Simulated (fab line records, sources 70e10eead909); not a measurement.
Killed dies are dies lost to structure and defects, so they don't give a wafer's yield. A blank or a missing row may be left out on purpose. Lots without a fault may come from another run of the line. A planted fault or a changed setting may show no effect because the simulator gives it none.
Chamber matching | flow nand_harc | NHARC_A_ZERO_WELL_DESCUM_12 on rie_diel-03: 4 sister chambers
The step chemistry O2, time 3 s. 14 wafers are shown with their chamber, then 7 later ones without.

WAFERS WITH THEIR CHAMBER
wafer  | chamber | drypump_motor_current_A (A) | oes_product_au (a.u.) | rf_vpp_V (V)
L700.1 | 3       | 5.65                        | 1.001                 | 58.7
L700.3 | 1       | 5.62                        | 0.989                 | 57.4
L700.5 | 1       | 5.61                        | 1.001                 | 56.4
L701.2 | 2       | 5.99                        | 1.004                 | 58.8
L701.5 | 2       | 6.02                        | 1.013                 | 57.4
L701.6 | 1       | 5.64                        | 0.987                 | 57.5
L714.3 | 0       | 5.38                        | 1.012                 | 57.6
L714.4 | 2       | 6.02                        | 1.001                 | 58.3
L714.6 | 2       | 6.01                        | 0.989                 | 57.4
L716.1 | 2       | 6.04                        | 0.979                 | 57.3
L716.5 | 2       | 6.04                        | 0.989                 | 57.2
L716.6 | 3       | 5.62                        | 1.001                 | 57.6
L717.1 | 2       | 6.05                        | 0.992                 | 59.1
L717.3 | 3       | 5.64                        | 1.002                 | 57.7

SIGNATURES (means of the wafers above)
reading                 | chamber 0 | chamber 1 | chamber 2 | chamber 3 | scatter within a chamber
drypump_motor_current_A | 5.3800    | 5.6233    | 6.0243    | 5.6367    | 0.0187
oes_product_au          | 1.01200   | 0.99233   | 0.99529   | 1.00133   | 0.00945
rf_vpp_V                | 57.600    | 57.100    | 57.929    | 58.000    | 0.723
Rule: a wafer's distance from a chamber is the root of the sum, over the readings, of the square of ((its reading less the chamber's mean) divided by the reading's scatter). The wafer belongs to the nearest chamber; if the next one is less than 2 further off, it can't be placed. The scatter: the root of (the sum of the squares of (reading less its chamber's mean) over the shown wafers, divided by (wafers less chambers)).

WAFERS WITHOUT THEIR CHAMBER
wafer  | drypump_motor_current_A (A) | oes_product_au (a.u.) | rf_vpp_V (V)
L717.6 | 5.39                        | 1.008                 | 58.1
L718.1 | 5.62                        | 0.999                 | 56.9
L718.3 | 6.02                        | 0.998                 | 57.2
L718.4 | 5.64                        | 0.995                 | 58.4
L721.1 | 5.38                        | 1.012                 | 56.6
L721.5 | 5.62                        | 0.999                 | 57.1
L721.6 | 5.37                        | 1.010                 | 57.4

WHICH CHAMBER EACH WENT THROUGH
wafer  | from the rows above     | in truth
L717.6 | 0                       | 0
L718.1 | can't be placed: 1 or 3 | 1
L718.3 | 2                       | 2
L718.4 | can't be placed: 3 or 1 | 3
L721.1 | 0                       | 0
L721.5 | can't be placed: 1 or 3 | 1
L721.6 | 0                       | 0
Placed correctly: 4 of 7. Can't be placed from these rows: 3 (the true chamber is among the candidates in 3). Placed wrongly: 0.
